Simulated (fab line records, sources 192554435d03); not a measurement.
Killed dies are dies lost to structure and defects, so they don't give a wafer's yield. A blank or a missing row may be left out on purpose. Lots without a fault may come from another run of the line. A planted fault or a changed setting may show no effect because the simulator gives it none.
One fault seen from 2 desks | flow n5_finfet | each desk has only its own numbers; what lay behind them comes last

THE METROLOGY DESK
What the gauges read, lot by lot, whatever tool the lot ran on: means of the sampled wafers that have a number. A lot is out of limits, marked OUT, if its mean lies more than 4 standard deviations from the usual mean; the brackets give that distance.
Columns: A = V7_OVL at N5_BEOL_M8_OVL_MEAS_29, usual -0.1 nm
lot  | first seen here | A
L337 | day 9 09:16     | -1.2
L340 | day 10 02:57    | -0.4
L345 | day 11 09:55    | -0.7
L348 | day 12 00:28    | -0.3
L347 | day 12 00:38    | 0.3
L349 | day 12 09:00    | -0.8
L350 | day 12 16:22    | -0.3
L353 | day 13 05:34    | 0.0
L355 | day 14 01:32    | 0.1
L358 | day 14 16:31    | -0.8
L360 | day 15 09:36    | 0.2
This desk's finding: nothing out of limits on any of the 11 lots.

THE TOOL OWNER'S DESK: rie_diel-01
The tool's own readings at N5_BEOL_M8_TRENCH_ETCH_37 (etches SiCOH lowk in C4F6/O2, target depth 93.478 nm, time 31.2 s): means of the sampled wafers that have a number, for each lot that ran on this tool. A lot is out of limits, marked OUT, if its mean lies more than 4 standard deviations from the usual mean; the brackets give that distance. Of its 8 readings 7 are shown: the one that was out of limits first, and those that lie furthest out on some lot.
Columns: A = C4F6_flow_sccm at N5_BEOL_M8_TRENCH_ETCH_37, usual 10.00 sccm; B = O2_flow_sccm at N5_BEOL_M8_TRENCH_ETCH_37, usual 10.001 sccm; C = bias_w at N5_BEOL_M8_TRENCH_ETCH_37, usual 185.0 W; D = drypump_motor_current_A at N5_BEOL_M8_TRENCH_ETCH_37, usual 5.7 A; E = oes_product_au at N5_BEOL_M8_TRENCH_ETCH_37, usual 0.81 a.u.; F = rf_vpp_V at N5_BEOL_M8_TRENCH_ETCH_37, usual 674 V; G = showerhead_plenum_p_Torr at N5_BEOL_M8_TRENCH_ETCH_37, usual 2.90 Torr
lot  | first seen here | A     | B      | C               | D   | E    | F   | G
L349 | day 12 09:52    | 10.00 | 9.977  | 184.9           | 5.5 | 0.76 | 649 | 2.83
L350 | day 12 16:43    | 10.00 | 10.024 | 184.9           | 5.5 | 0.75 | 648 | 2.83
L353 | day 13 06:15    | 10.02 | 10.000 | 206.0 (+37) OUT | 5.9 | 0.71 | 750 | 2.89
This desk's finding: out of limits on L353; first on L353, day 13 06:15 (bias_w at N5_BEOL_M8_TRENCH_ETCH_37). In limits: L349, L350.

PUT TOGETHER
The tool owner's desk could have raised an alarm at day 13 06:15, on L353.
The metrology desk saw nothing out of limits.
The metrology desk has L353 on record, within its limits.
Of the lots named, all ran N5_BEOL_M8_TRENCH_ETCH_37 on rie_diel-01.

WHAT THE SIMULATOR HAD PUT IN
Process parameter drift: rie_diel-01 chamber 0, from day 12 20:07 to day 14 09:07, at N5_BEOL_M8_TRENCH_ETCH_37. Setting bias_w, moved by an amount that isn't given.
Lots struck among those shown: L353.
Hours from the fault's start to each desk's first reading out of limits: the tool owner's desk, 10.
